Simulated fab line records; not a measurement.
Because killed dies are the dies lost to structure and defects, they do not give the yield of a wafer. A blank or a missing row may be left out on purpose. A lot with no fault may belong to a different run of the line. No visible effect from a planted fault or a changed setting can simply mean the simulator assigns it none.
fab line records | flow n5Finfet
[record] lots = 5 wafers = 15 lastDay = 17
route steps=1938 shown BEOL_M13@1659
lots untouched by any fault: they come from a run of this same line in which no faults occurred
startH: start of the lot's first displayed wafer, in hours after the record's first day | waitH: how many hours have passed since the lot's step before this one | " as in the row above | L1.1+2: a row that stands for several wafers | - either no value or no given start | * or withheld: withheld | < > ~ a bound
route shown NAME@n: NAME is a module with steps in the file, n the number in the route of the first one | usual: average and standard deviation across the fault-free wafers | same: alike in all rows | chamber/n: place in a boat | sites: readings site by site | _std_site: their standard deviation | _edge_site: outer sites' mean less inner sites' | radiusMm: how far each site lies from the wafer's centre | mask NAME#n: copy n | behind: the most recent tool/chamber to have shaped the wafer | hold: the reason the lot was held/the length of the hold in hours/how it ended | device: the transistor (n, p or np) that didn't switch | end of line: the tests these same wafers got at the end of their route | where a step has no rows: the recipe by itself | killed: count of dies lost to structure and defects at first sort (not the wafer's yield) | map: shows each die of a wafer: x if killed, . if not, _ if none is there
set.NAME: the setting that was run; set.NAME@STEP: the one run at that earlier step | model.NAME: the simulator's own value behind a step, which no gauge read
a table for each step, a row for each wafer; lots at some steps of the route
services: from which hour (startH, from the record's first day; less than 0 if before it) a tool's chamber was out of use, for how many hours, and why
[[steps]]
[step N5_BEOL_M13_ILD_DEP_00]
[recipe] material = SiOC targetThkA = 8379.2 tempC = 350 precursor = DEMS/O2 pressureTorr = 5 rfW = 500 timeS = 166.4
[usual] heaterPowerW = 513/53 showerheadPlenumPTorr = 5.693/0.014 throttleValvePct = 12.1/0.77
[same] timeS = 166.4
// columns lot.wafer tool chamber startH waitH heaterPowerW showerheadPlenumPTorr throttleValvePct
L075.2 pecvd-01 1 245.75 0.0 565 5.690 13.7
L075.5 " 0 " " 476 5.680 12.0
L075.6 " 1 " " 581 5.690 13.5
L079.2 pecvd-01 1 268.90 0.0 535 5.687 13.7
L079.5 " 0 " " 485 5.699 12.3
L079.6 " 2 " " 405 5.700 12.0
L091.1 pecvd-01 1 329.16 0.0 605 5.694 13.7
L091.4 " 1 " " 503 5.686 13.5
L091.6 " 0 " " 556 5.680 12.0
L092.1 pecvd-01 1 360.96 0.0 573 5.681 13.9
L092.2 " 0 " " 533 5.683 11.9
L092.3 " 2 " " 475 5.684 11.9
L096.2 pecvd-02 0 380.04 0.0 464 5.687 11.9
L096.4 " 1 " " 503 5.684 11.5
L096.6 " 2 " " 412 5.716 11.8
[step N5_BEOL_M13_THK_MEAS_01]
[recipe] reads = SiOC_of_BEOL_M13_ILD_DEP_00
[usual] M13_ILD_THK = 839/12
// columns lot.wafer tool chamber startH waitH M13_ILD_THK[nm]
L075.2 filmMetro-02 - 245.90 0.1 823
L075.5 " - " " 839
L075.6 " - " " 838
L079.2 filmMetro-01 - 269.06 0.1 829
L079.5 " - " " 827
L079.6 " - " " 848
L091.1 filmMetro-01 - 329.31 0.1 828
L091.4 " - " " 846
L091.6 " - " " 826
L092.1 filmMetro-01 - 361.11 0.1 834
L092.2 " - " " 819
L092.3 " - " " 836
L096.2 filmMetro-01 - 380.20 0.1 825
L096.4 " - " " 836
L096.6 " - " " 833
[step N5_BEOL_M13_COAT_58]
[recipe] resist = BARC tempC = 205 timeS = 60 spinRpm = 1500 resistThkNm = 89
[usual] heaterPowerTotalW = 391.7/1.3
[same] timeS = 60
// columns lot.wafer tool chamber startH waitH heaterPowerTotalW
L075.2 lithoTrack-04 0 245.93 0.0 391.0
L075.5 " 0 " " 392.1
L075.6 " 0 " " 391.6
L079.2 lithoTrack-02 0 269.09 0.0 393.2
L079.5 " 0 " " 393.2
L079.6 " 0 " " 391.9
L091.1 lithoTrack-02 0 329.35 0.0 392.0
L091.4 " 0 " " 390.8
L091.6 " 0 " " 390.0
L092.1 lithoTrack-02 0 361.14 0.0 389.9
L092.2 " 0 " " 393.7
L092.3 " 0 " " 392.7
L096.2 lithoTrack-05 0 380.23 0.0 391.9
L096.4 " 0 " " 394.0
L096.6 " 0 " " 393.4
[step N5_BEOL_M13_COAT_04]
[recipe] spinRpm = 1625 resistThkNm = 400
// columns lot.wafer tool chamber startH waitH
L075.2+5+6 lithoTrack-04 0 - -
L079.2+5+6 lithoTrack-02 0 - -
L091.1+4+6 lithoTrack-02 0 - -
L092.1+2+3 lithoTrack-02 0 - -
L096.2+4+6 lithoTrack-05 0 - -
[step N5_BEOL_M13_EBR_06]
[recipe] solvent = PGMEA ebrWidthMm = 1.5
// columns lot.wafer tool chamber startH waitH
L075.2+5+6 lithoTrack-04 0 - -
L079.2+5+6 lithoTrack-02 0 - -
L091.1+4+6 lithoTrack-02 0 - -
L092.1+2+3 lithoTrack-02 0 - -
L096.2+4+6 lithoTrack-05 0 - -
[step N5_BEOL_M13_SOFTBAKE_05]
[recipe] tempC = 130 timeS = 60
[usual] heaterPowerTotalW = 218.9/1.5
[same] timeS = 60
// columns lot.wafer tool chamber startH waitH heaterPowerTotalW
L075.2 lithoTrack-04 0 - - 219.9
L075.5 " 0 " " 220.8
L075.6 " 0 " " 220.8
L079.2 lithoTrack-02 0 - - 219.8
L079.5 " 0 " " 218.6
L079.6 " 0 " " 220.5
L091.1 lithoTrack-02 0 - - 217.0
L091.4 " 0 " " 218.1
L091.6 " 0 " " 217.3
L092.1 lithoTrack-02 0 - - 220.9
L092.2 " 0 " " 220.9
L092.3 " 0 " " 220.7
L096.2 lithoTrack-05 0 - - 220.5
L096.4 " 0 " " 217.3
L096.6 " 0 " " 216.7
[step N5_BEOL_M13_EXPOSE_07]
[recipe] maskId = V12 na = 0.93 sourceShape = conventional sigmaOuter = 0.6 polarization = unpolarized attpsmPhaseDeg = 180 doseMj = 24.8
// columns lot.wafer tool chamber startH waitH mask
L075.2+5+6 krfScanner-02 0 246.03 - V12#0
L079.2+5+6 krfScanner-02 0 269.32 - V12#0
L091.1+4+6 krfScanner-02 0 329.45 - V12#0
L092.1+2+3 krfScanner-02 0 361.37 - V12#0
L096.2+4+6 krfScanner-01 0 380.46 - V12#0
[step N5_BEOL_M13_PEB_08]
[recipe] pebTempC = 130 pebTimeS = 90
[usual] heaterPowerTotalW = 172.5/0.8
[same] pebTimeS = 90
// columns lot.wafer tool chamber startH waitH heaterPowerTotalW
L075.2 lithoTrack-02 0 246.09 0.0 172.1
L075.5 " 0 " " 173.3
L075.6 " 0 " " 171.7
L079.2 lithoTrack-04 0 269.37 0.0 171.6
L079.5 " 0 " " 173.3
L079.6 " 0 " " 173.3
L091.1 lithoTrack-02 0 329.51 0.1 173.3
L091.4 " 0 " " 173.0
L091.6 " 0 " " 173.7
L092.1 lithoTrack-05 0 361.42 0.1 172.7
L092.2 " 0 " " 172.6
L092.3 " 0 " " 171.2
L096.2 lithoTrack-05 0 380.51 0.0 172.6
L096.4 " 0 " " 173.2
L096.6 " 0 " " 172.2
[step N5_BEOL_M13_DEVELOP_09]
[recipe] developTimeS = 45 rinseLiquid = diw dry = airSpin devTempC = 21
[usual] developerTempC = 21.01/0.096
[same] developTimeS = 45
// columns lot.wafer tool chamber startH waitH developerTempC
L075.2 lithoTrack-02 0 - - 21.01
L075.5 " 0 " " 21.07
L075.6 " 0 " " 21.01
L079.2 lithoTrack-04 0 - - 20.82
L079.5 " 0 " " 20.83
L079.6 " 0 " " 21.01
L091.1 lithoTrack-02 0 - - 20.87
L091.4 " 0 " " 21.07
L091.6 " 0 " " 20.98
L092.1 lithoTrack-05 0 - - 21.13
L092.2 " 0 " " 21.10
L092.3 " 0 " " 21.15
L096.2 lithoTrack-05 0 - - 21.01
L096.4 " 0 " " 21.02
L096.6 " 0 " " 20.97
[step N5_BEOL_M13_HARDBAKE_14]
[recipe] tempC = 130 timeS = 120
[usual] heaterPowerTotalW = 148.0/0.91
[same] timeS = 120
// columns lot.wafer tool chamber startH waitH heaterPowerTotalW
L075.2 lithoTrack-02 0 - - 148.6
L075.5 " 0 " " 147.1
L075.6 " 0 " " 147.8
L079.2 lithoTrack-04 0 - - 149.1
L079.5 " 0 " " 148.9
L079.6 " 0 " " 147.5
L091.1 lithoTrack-02 0 - - 148.9
L091.4 " 0 " " 146.6
L091.6 " 0 " " 147.2
L092.1 lithoTrack-05 0 - - 148.6
L092.2 " 0 " " 147.8
L092.3 " 0 " " 146.7
L096.2 lithoTrack-05 0 - - 148.3
L096.4 " 0 " " 148.9
L096.6 " 0 " " 147.5
[step N5_BEOL_M13_CD_MEAS_10]
[recipe] targetCdNm = 190 landingEnergyEv = 500 detector = seInlens polarity = opening
[usual] cdNm = 190.7/1.8
// columns lot.wafer tool chamber startH waitH cdNm
L075.2 cdSem-03 0 246.20 - 193.3
L075.5 " 0 " " 192.0
L075.6 " 0 " " 192.9
L079.2 cdSem-01 0 269.48 - 193.0
L079.5 " 0 " " 193.3
L079.6 " 0 " " 191.9
L091.1 cdSem-01 0 329.62 - 190.0
L091.4 " 0 " " 190.8
L091.6 " 0 " " 190.0
L092.1 cdSem-01 0 361.54 - 190.9
L092.2 " 0 " " 189.8
L092.3 " 0 " " 191.0
L096.2 cdSem-02 0 380.62 - 187.3
L096.4 " 0 " " 187.4
L096.6 " 0 " " 187.3
[step N5_BEOL_M13_OVL_MEAS_11]
[recipe] pointsPerWafer = 44
[usual] V12_OVL = 0/4.3
// columns lot.wafer tool chamber startH waitH V12_OVL[nm]
L075.2 overlay-02 0 246.23 0.0 -1
L075.5 " 0 " " 2
L075.6 " 0 " " -3
L079.2 overlay-02 0 269.51 0.0 0
L079.5 " 0 " " -5
L079.6 " 0 " " 0
L091.1 overlay-02 0 329.65 0.0 1
L091.4 " 0 " " 0
L091.6 " 0 " " 4
L092.1 overlay-02 0 361.57 0.0 -4
L092.2 " 0 " " -5
L092.3 " 0 " " -7
L096.2 overlay-01 0 380.65 0.0 -2
L096.4 " 0 " " 1
L096.6 " 0 " " -3
[step N5_BEOL_M13_INSPECT_12]
[recipe] mode = adi inspectInstrument = macro
[usual] rawDefectCount = 2.0/1.4
// columns lot.wafer tool chamber startH waitH rawDefectCount
L075.2 defectInspect-01 - 246.26 0.0 1
L075.5 " - " " 0
L075.6 " - " " 2
L079.2 defectInspect-02 - 269.54 0.0 2
L079.5 " - " " 3
L079.6 " - " " 2
L091.1 defectInspect-02 - 329.68 0.0 0
L091.4 " - " " 2
L091.6 " - " " 2
L092.1 defectInspect-01 - 361.59 0.0 2
L092.2 " - " " 1
L092.3 " - " " 1
L096.2 defectInspect-02 - 380.68 0.0 2
L096.4 " - " " 2
L096.6 " - " " 0
[step N5_BEOL_M13_DESCUM_15]
[recipe] chemistry = O2 timeS = 7.9 sourcePowerW = 50 biasPowerW = 20 pressureMtorr = 20 rfFrequencyHz = 2.712e+07 tempC = 40 o2FlowSccm = 225
[usual] drypumpMotorCurrentA = 5.6/0.49 o2FlowSccm = 225.0/0.68 oesProductAu = 0.74/0.055 rfVppV = 243.2/1.5 showerheadPlenumPTorr = 2.10/0.089 throttleValvePct = 20.54/0.23
[same] timeS = 7.9
// columns lot.wafer tool chamber startH waitH drypumpMotorCurrentA o2FlowSccm oesProductAu rfHoursCounterH rfVppV showerheadPlenumPTorr throttleValvePct
L075.2 rieDiel-03 3 246.51 0.3 5.8 225.6 0.76 127 243.6 2.18 20.53
L075.5 " 3 " " 5.8 224.8 0.76 - 245.1 2.18 20.52
L075.6 " 0 " " 5.3 225.0 0.71 - 243.8 2.07 20.70
L079.2 rieDiel-03 3 269.57 0.0 5.8 225.5 0.74 134 244.7 2.18 20.53
L079.5 " 2 " " 6.4 224.6 0.72 - 244.7 2.16 20.21
L079.6 " 1 " " 5.2 225.6 0.71 - 243.4 2.08 20.75
L091.1 rieDiel-02 0 329.71 0.0 5.3 224.8 0.70 216 243.4 2.06 20.63
L091.4 " 3 " " 5.6 225.8 0.80 101 244.2 2.18 20.34
L091.6 " 3 " " 5.6 225.3 0.79 - 243.6 2.18 20.35
L092.1 rieDiel-03 3 361.72 0.1 5.8 225.3 0.73 162 245.8 2.17 20.58
L092.2 " 2 " " 6.5 225.9 0.70 215 243.5 2.14 20.29
L092.3 " 1 " " 5.2 225.6 0.70 206 244.4 2.08 20.79
L096.2 rieDiel-03 2 380.71 0.0 6.4 225.6 0.70 220 244.9 2.14 20.26
L096.4 " 3 " " 5.9 226.0 0.71 167 244.6 2.17 20.57
L096.6 " 3 " " 5.9 225.7 0.72 - 244.1 2.17 20.57
[step N5_BEOL_M13_ETCH_59]
[recipe] chemistry = N2/H2 target = BARC targetDepthA = 890 overetchA = 267 timeS = 67.9 ionEnergyEv = 200 pressureMtorr = 30 sourceW = 840 biasW = 150 n2FlowSccm = 200 h2FlowSccm = 200
[usual] drypumpMotorCurrentA = 5.6/0.49 oesProductAu = 0.64/0.044 rfVppV = 524/3.2 showerheadPlenumPTorr = 2.56/0.11 throttleValvePct = 18.02/0.23
[same] timeS = 67.9
// columns lot.wafer tool chamber startH waitH drypumpMotorCurrentA oesProductAu rfHoursCounterH rfVppV showerheadPlenumPTorr throttleValvePct
L075.2 rieDiel-03 3 246.55 0.0 5.9 0.65 127 527 2.67 18.00
L075.5 " 3 " " 5.8 0.66 - 528 2.66 17.99
L075.6 " 0 " " 5.3 0.63 - 524 2.51 18.08
L079.2 rieDiel-03 3 269.61 0.0 5.9 0.65 134 527 2.66 18.02
L079.5 " 2 " " 6.5 0.62 - 527 2.64 17.82
L079.6 " 1 " " 5.2 0.62 - 524 2.52 18.18
L091.1 rieDiel-02 0 329.75 0.0 5.3 0.60 216 523 2.53 18.36
L091.4 " 3 " " 5.6 0.69 101 527 2.65 17.76
L091.6 " 3 " " 5.7 0.68 - 526 2.65 17.75
L092.1 rieDiel-03 3 361.76 0.0 5.9 0.62 162 526 2.65 18.07
L092.2 " 2 " " 6.4 0.60 216 526 2.63 17.88
L092.3 " 1 " " 5.2 0.60 206 522 2.51 18.24
L096.2 rieDiel-03 2 380.75 0.0 6.4 0.60 220 526 2.63 17.88
L096.4 " 3 " " 5.9 0.62 167 527 2.65 18.05
L096.6 " 3 " " 5.8 0.62 - 527 2.65 18.07
[step N5_BEOL_M13_VIA_ETCH_16]
[recipe] chemistry = C4F8/O2/Ar target = SiOC pressureMtorr = 30 sourceW = 3000 biasW = 700 Ar_flow_sccm = 400 C4F8_flow_sccm = 15 O2_flow_sccm = 8 heInnerTorr = 15 heOuterTorr = 30 targetDepthA = 9217 timeS = withheld ionEnergyEv = 250 ends = cleared
[usual] drypumpMotorCurrentA = 5.6/0.49 oesProductAu = 0.67/0.049 rfVppV = 666/3.9 showerheadPlenumPTorr = 3.44/0.13 throttleValvePct = 24.36/0.22
// columns lot.wafer tool chamber startH waitH drypumpMotorCurrentA oesProductAu rfVppV showerheadPlenumPTorr throttleValvePct
L075.2 rieDiel-03 3 246.60 0.0 5.9 0.69 669 3.55 24.26
L075.5 " 3 " " 5.9 0.69 668 3.55 24.27
L075.6 " 0 " " 5.3 0.65 665 3.40 24.51
L079.2 rieDiel-03 3 269.66 0.0 5.8 0.68 668 3.55 24.27
L079.5 " 2 " " 6.5 0.65 668 3.53 24.01
L079.6 " 1 " " 5.2 0.65 665 3.41 24.58
L091.1 rieDiel-02 0 329.80 0.0 5.3 0.63 666 3.40 24.62
L091.4 " 3 " " 5.6 0.72 670 3.60 24.32
L091.6 " 3 " " 5.6 0.73 670 3.60 24.32
L092.1 rieDiel-03 3 361.81 0.0 5.9 0.66 669 3.53 24.31
L092.2 " 2 " " 6.5 0.63 669 3.51 24.05
L092.3 " 1 " " 5.3 0.63 666 3.40 24.59
L096.2 rieDiel-03 2 380.80 0.0 6.4 0.63 667 3.51 24.07
L096.4 " 3 " " 5.8 0.64 667 3.53 24.31
L096.6 " 3 " " 5.9 0.65 669 3.53 24.31
[step N5_BEOL_M13_STRIP_63]
[recipe] chemistry = N2/H2 powerW = 1000 tempC = 250 h2Frac = 0.65 overashFraction = 0.3 pressureMtorr = 1000 n2FlowSccm = 1750 h2FlowSccm = 3250
[usual] drypumpMotorCurrentA = 5.7/0.66 heaterPowerW = 325/50 oesProductAu = 0.674/0.0048 stripTimeToEndpointS = 27.8/1.1
// columns lot.wafer tool chamber startH waitH drypumpMotorCurrentA heaterPowerW oesProductAu rfHoursCounterH stripTimeToEndpointS
L075.2 plasmaAsher-01 1 247.19 - 6.5 277 0.676 117 29.0
L075.5 " 1 " " 6.5 268 0.676 - 27.9
L075.6 " 0 " " 5.1 337 0.674 - 27.2
L079.2 plasmaAsher-01 0 269.89 - 5.1 334 0.668 120 29.1
L079.5 " 0 " " 5.1 335 0.679 - 29.4
L079.6 " 1 " " 6.5 278 0.670 - 27.1
L091.1 plasmaAsher-01 0 330.04 - 5.1 340 0.676 133 29.1
L091.4 " 0 " " 5.1 342 0.664 - 27.4
L091.6 " 1 " " 6.5 278 0.683 - 29.1
L092.1 plasmaAsher-01 0 362.04 - 5.1 333 0.672 138 28.9
L092.2 " 1 " " 6.5 272 0.682 138 29.9
L092.3 " 1 " " 6.5 270 0.676 - 28.5
L096.2 plasmaAsher-01 0 381.03 - 5.1 354 0.668 142 29.5
L096.4 " 1 " " 6.5 263 0.674 - 28.4
L096.6 " 1 " " 6.5 268 0.674 - 29.1
[step N5_BEOL_M13_STRIP_64]
[recipe] chemistry = N2/H2 powerW = 1000 tempC = 250 h2Frac = 0.65 overashFraction = 0.3 pressureMtorr = withheld n2FlowSccm = 1750 h2FlowSccm = 3250
[usual] drypumpMotorCurrentA = 5.7/0.66 heaterPowerW = 325/51 oesProductAu = 0.715/0.0044 stripTimeToEndpointS = 31.32/0.085
// columns lot.wafer tool chamber startH waitH drypumpMotorCurrentA heaterPowerW oesProductAu rfHoursCounterH stripTimeToEndpointS
L075.2 plasmaAsher-01 1 247.25 0.0 6.5 274 0.716 117 31.29
L075.5 " 1 " " 6.5 272 0.716 - 31.29
L075.6 " 0 " " 5.1 340 0.722 - 31.34
L079.2 plasmaAsher-01 0 269.95 0.0 5.1 343 0.711 121 31.18
L079.5 " 0 " " 5.1 336 0.715 - 31.23
L079.6 " 1 " " 6.5 275 0.717 - 31.23
L091.1 plasmaAsher-01 0 330.10 0.0 5.1 354 0.713 133 31.28
L091.4 " 0 " " 5.1 340 0.711 - 31.26
L091.6 " 1 " " 6.5 269 0.712 - 31.24
L092.1 plasmaAsher-01 0 362.10 0.0 5.1 347 0.715 138 31.18
L092.2 " 1 " " 6.5 271 0.718 138 31.22
L092.3 " 1 " " 6.5 277 0.726 - 31.28
L096.2 plasmaAsher-01 0 381.09 0.0 5.1 334 0.722 142 31.38
L096.4 " 1 " " 6.5 275 0.710 - 31.39
L096.6 " 1 " " 6.5 268 0.714 - 31.41
[step N5_BEOL_M13_STRIP_71]
[recipe] chemistry = postEtchResidueRemover timeS = 60 tempC = 25 removerPh = withheld removerWaterWtPct = withheld removerFluorideWtPct = withheld
[same] timeS = 60
// columns lot.wafer tool chamber startH waitH
L075.2+5+6 wetBench-06 1,4,7 247.34 0.1
L079.2+5+6 wetBench-05 3,5,0 270.04 0.1
L091.1+4+6 wetBench-05 4,5,2 330.18 0.1
L092.1+2+3 wetBench-06 0,4,7 362.19 0.1
L096.2+4+6 wetBench-03 5,6,7 381.18 0.1
[step N5_BEOL_M13_SRD_72]
[recipe] timeS = 30 tempC = 23 rinseLiquid = diw dry = n2Spin spinRpm = 1500 dryTimeS = 30
[usual] spinRpm = 1500.0/0.72
[same] timeS = 30
// columns lot.wafer tool chamber startH waitH spinRpm
L075.2 wetBench-06 1 247.36 0.0 1501.7
L075.5 " 4 " " 1501.0
L075.6 " 7 " " 1500.8
L079.2 wetBench-05 3 270.06 0.0 1500.5
L079.5 " 5 " " 1499.6
L079.6 " 0 " " 1500.4
L091.1 wetBench-05 4 330.20 0.0 1500.5
L091.4 " 5 " " 1499.0
L091.6 " 2 " " 1500.1
L092.1 wetBench-06 0 362.21 0.0 1501.4
L092.2 " 4 " " 1499.9
L092.3 " 7 " " 1499.8
L096.2 wetBench-03 5 381.20 0.0 1499.5
L096.4 " 6 " " 1500.7
L096.6 " 7 " " 1498.9
[step N5_BEOL_M13_CD_MEAS_17]
[recipe] targetCdNm = 190 polarity = opening
[usual] cdNm = 191.2/1.9
// columns lot.wafer tool chamber startH waitH cdNm
L075.2 cdSem-03 - 247.40 0.0 194.1
L075.5 " - " " 192.6
L075.6 " - " " 193.7
L079.2 cdSem-02 - 270.10 0.0 194.0
L079.5 " - " " 192.9
L079.6 " - " " 191.8
L091.1 cdSem-02 - 330.25 0.0 191.9
L091.4 " - " " 190.6
L091.6 " - " " 190.8
L092.1 cdSem-03 - 362.25 0.0 191.0
L092.2 " - " " 190.7
L092.3 " - " " 190.6
L096.2 cdSem-01 - 381.24 0.0 187.8
L096.4 " - " " 188.3
L096.6 " - " " 188.1
[step N5_BEOL_M13_COAT_65]
[recipe] resist = SOC tempC = 250 timeS = 60 spinRpm = 1500 resistThkNm = 350
[usual] heaterPowerTotalW = 500.4/1.8
[same] timeS = 60
// columns lot.wafer tool chamber startH waitH heaterPowerTotalW
L075.2 lithoTrack-04 0 247.43 0.0 497.6
L075.5 " 0 " " 499.9
L075.6 " 0 " " 498.5
L079.2 lithoTrack-02 0 270.14 0.0 502.2
L079.5 " 0 " " 502.5
L079.6 " 0 " " 500.3
L091.1 lithoTrack-04 0 330.28 0.0 497.8
L091.4 " 0 " " 500.1
L091.6 " 0 " " 500.1
L092.1 lithoTrack-05 0 362.29 0.0 498.6
L092.2 " 0 " " 501.0
L092.3 " 0 " " 499.7
L096.2 lithoTrack-05 0 381.28 0.0 502.7
L096.4 " 0 " " 501.1
L096.6 " 0 " " 502.0
[step N5_BEOL_M13_COAT_66]
[recipe] resist = SiARC tempC = 220 timeS = 60 spinRpm = 1500 resistThkNm = 110
[usual] heaterPowerTotalW = 427.6/2
[same] timeS = 60
// columns lot.wafer tool chamber startH waitH heaterPowerTotalW
L075.2 lithoTrack-04 0 - - 424.9
L075.5 " 0 " " 424.3
L075.6 " 0 " " 429.8
L079.2 lithoTrack-02 0 - - 429.7
L079.5 " 0 " " 424.9
L079.6 " 0 " " 430.6
L091.1 lithoTrack-04 0 - - 429.4
L091.4 " 0 " " 427.9
L091.6 " 0 " " 424.3
L092.1 lithoTrack-05 0 - - 425.0
L092.2 " 0 " " 428.3
L092.3 " 0 " " 425.3
L096.2 lithoTrack-05 0 - - 427.8
L096.4 " 0 " " 428.6
L096.6 " 0 " " 430.3
[step N5_BEOL_M13_COAT_22]
[recipe] spinRpm = 2888 resistThkNm = 300
// columns lot.wafer tool chamber startH waitH
L075.2+5+6 lithoTrack-04 0 - -
L079.2+5+6 lithoTrack-02 0 - -
L091.1+4+6 lithoTrack-04 0 - -
L092.1+2+3 lithoTrack-05 0 - -
L096.2+4+6 lithoTrack-05 0 - -
[step N5_BEOL_M13_EBR_24]
[recipe] solvent = PGMEA ebrWidthMm = 1.5
// columns lot.wafer tool chamber startH waitH
L075.2+5+6 lithoTrack-04 0 - -
L079.2+5+6 lithoTrack-02 0 - -
L091.1+4+6 lithoTrack-04 0 - -
L092.1+2+3 lithoTrack-05 0 - -
L096.2+4+6 lithoTrack-05 0 - -
[step N5_BEOL_M13_SOFTBAKE_23]
[recipe] tempC = 130 timeS = 60
[usual] heaterPowerTotalW = 218.6/1.5
[same] timeS = 60
// columns lot.wafer tool chamber startH waitH heaterPowerTotalW
L075.2 lithoTrack-04 0 - - 217.5
L075.5 " 0 " " 218.7
L075.6 " 0 " " 217.2
L079.2 lithoTrack-02 0 - - 216.5
L079.5 " 0 " " 217.2
L079.6 " 0 " " 216.9
L091.1 lithoTrack-04 0 - - 220.3
L091.4 " 0 " " 218.6
L091.6 " 0 " " 218.9
L092.1 lithoTrack-05 0 - - 217.5
L092.2 " 0 " " 218.2
L092.3 " 0 " " 218.4
L096.2 lithoTrack-05 0 - - 216.4
L096.4 " 0 " " 217.0
L096.6 " 0 " " 216.7
[step N5_BEOL_M13_EXPOSE_25]
[recipe] maskId = M13 na = 0.93 sourceShape = conventional sigmaOuter = 0.4 polarization = unpolarized targetCdNm = 210 doseMj = 22
// columns lot.wafer tool chamber startH waitH mask
L075.2+5+6 krfScanner-02 0 247.56 - M13#0
L079.2+5+6 krfScanner-01 0 270.39 - M13#0
L091.1+4+6 krfScanner-01 0 330.52 - M13#0
L092.1+2+3 krfScanner-01 0 362.41 - M13#0
L096.2+4+6 krfScanner-01 0 381.40 - M13#0
[step N5_BEOL_M13_PEB_26]
[recipe] pebTempC = 130 pebTimeS = 90
[usual] heaterPowerTotalW = 172.5/0.79
[same] pebTimeS = 90
// columns lot.wafer tool chamber startH waitH heaterPowerTotalW
L075.2 lithoTrack-04 0 247.61 0.0 172.5
L075.5 " 0 " " 171.2
L075.6 " 0 " " 171.6
L079.2 lithoTrack-02 0 270.44 0.0 172.2
L079.5 " 0 " " 173.0
L079.6 " 0 " " 172.9
L091.1 lithoTrack-04 0 330.58 0.1 171.2
L091.4 " 0 " " 171.8
L091.6 " 0 " " 172.1
L092.1 lithoTrack-04 0 362.47 0.1 172.9
L092.2 " 0 " " 173.8
L092.3 " 0 " " 171.4
L096.2 lithoTrack-05 0 381.45 0.0 172.4
L096.4 " 0 " " 173.8
L096.6 " 0 " " 171.6
[step N5_BEOL_M13_DEVELOP_27]
[recipe] developTimeS = 45 rinseLiquid = diw dry = airSpin devTempC = 21
[usual] developerTempC = 20.99/0.12
[same] developTimeS = 45
// columns lot.wafer tool chamber startH waitH developerTempC
L075.2 lithoTrack-04 0 - - 21.14
L075.5 " 0 " " 20.99
L075.6 " 0 " " 21.06
L079.2 lithoTrack-02 0 - - 20.90
L079.5 " 0 " " 20.87
L079.6 " 0 " " 21.01
L091.1 lithoTrack-04 0 - - 20.78
L091.4 " 0 " " 20.89
L091.6 " 0 " " 20.83
L092.1 lithoTrack-04 0 - - 20.85
L092.2 " 0 " " 20.69
L092.3 " 0 " " 20.91
L096.2 lithoTrack-05 0 - - 20.77
L096.4 " 0 " " 21.00
L096.6 " 0 " " 20.82
[step N5_BEOL_M13_HARDBAKE_32]
[recipe] tempC = 130 timeS = 120
[usual] heaterPowerTotalW = 148.0/0.86
[same] timeS = 120
// columns lot.wafer tool chamber startH waitH heaterPowerTotalW
L075.2 lithoTrack-04 0 - - 149.1
L075.5 " 0 " " 148.6
L075.6 " 0 " " 149.2
L079.2 lithoTrack-02 0 - - 148.4
L079.5 " 0 " " 147.9
L079.6 " 0 " " 147.1
L091.1 lithoTrack-04 0 - - 148.1
L091.4 " 0 " " 148.8
L091.6 " 0 " " 148.2
L092.1 lithoTrack-04 0 - - 146.4
L092.2 " 0 " " 148.1
L092.3 " 0 " " 147.0
L096.2 lithoTrack-05 0 - - 146.7
L096.4 " 0 " " 146.8
L096.6 " 0 " " 148.0
[step N5_BEOL_M13_CD_MEAS_28]
[recipe] targetCdNm = 209.5 landingEnergyEv = 500 detector = seInlens
[usual] cdNm = 209.7/1.4
// columns lot.wafer tool chamber startH waitH cdNm
L075.2 cdSem-02 0 247.72 - 209.9
L075.5 " 0 " " 210.0
L075.6 " 0 " " 211.1
L079.2 cdSem-02 0 270.55 - 209.6
L079.5 " 0 " " 208.9
L079.6 " 0 " " 208.4
L091.1 cdSem-01 0 330.70 - 211.6
L091.4 " 0 " " 211.0
L091.6 " 0 " " 209.8
L092.1 cdSem-02 0 362.58 - 208.7
L092.2 " 0 " " 210.5
L092.3 " 0 " " 209.1
L096.2 cdSem-02 0 381.57 - 212.7
L096.4 " 0 " " 212.9
L096.6 " 0 " " 211.6
[step N5_BEOL_M13_OVL_MEAS_29]
[recipe] pointsPerWafer = 44
[usual] M13_OVL = -3/5.6
// columns lot.wafer tool chamber startH waitH M13_OVL[nm]
L075.2 overlay-02 0 247.75 0.0 -5
L075.5 " 0 " " -5
L075.6 " 0 " " -10
L079.2 overlay-01 0 270.58 0.0 -6
L079.5 " 0 " " 1
L079.6 " 0 " " -2
L091.1 overlay-01 0 330.73 0.0 4
L091.4 " 0 " " 4
L091.6 " 0 " " 6
L092.1 overlay-01 0 362.61 0.0 2
L092.2 " 0 " " -5
L092.3 " 0 " " 0
L096.2 overlay-01 0 381.60 0.0 -9
L096.4 " 0 " " -3
L096.6 " 0 " " -10
[step N5_BEOL_M13_INSPECT_30]
[recipe] mode = adi inspectInstrument = macro
[usual] rawDefectCount = 2.2/1.4
// columns lot.wafer tool chamber startH waitH rawDefectCount
L075.2 defectInspect-01 - 247.78 0.0 2
L075.5 " - " " 2
L075.6 " - " " 1
L079.2 defectInspect-02 - 270.61 0.0 3
L079.5 " - " " 2
L079.6 " - " " 2
L091.1 defectInspect-02 - 330.75 0.0 2
L091.4 " - " " 2
L091.6 " - " " 2
L092.1 defectInspect-01 - 362.63 0.0 3
L092.2 " - " " 4
L092.3 " - " " 3
L096.2 defectInspect-02 - 381.62 0.0 0
L096.4 " - " " 1
L096.6 " - " " 0
[[services]]
// columns tool chamber startH hours kind
pecvd-02 - 228.51 0.7 repair
krfScanner-01 - 238.61 1.3 repair
krfScanner-02 - 252.01 4.4 pm
pecvd-01 2 259.72 5.5 scheduledDown
pecvd-02 2 276.66 6.6 repair
pecvd-02 - 286.30 0.9 repair
rieDiel-02 2 286.38 3.2 repair
pecvd-01 1 290.76 2.1 scheduledDown
krfScanner-01 - 292.33 0.8 pm
krfScanner-01 - 294.42 0.8 pm
krfScanner-01 0 295.36 - calibration
krfScanner-01 - 296.04 2.2 repair
krfScanner-02 - 300.13 0.8 pm
krfScanner-02 0 303.20 - calibration
lithoTrack-02 - 312.56 - consumableReplace:filter
pecvd-01 1 320.58 8.3 repair
rieDiel-03 3 322.36 15.4 repair
krfScanner-01 - 328.22 0.2 repair
pecvd-01 0 329.59 2.1 scheduledDown
rieDiel-03 1 337.77 14.5 repair
krfScanner-01 - 341.14 1.0 pm
krfScanner-02 - 363.75 1.3 pm
krfScanner-02 - 368.70 1.3 repair
pecvd-01 - 379.19 2.8 pm
[[key]]
fault none
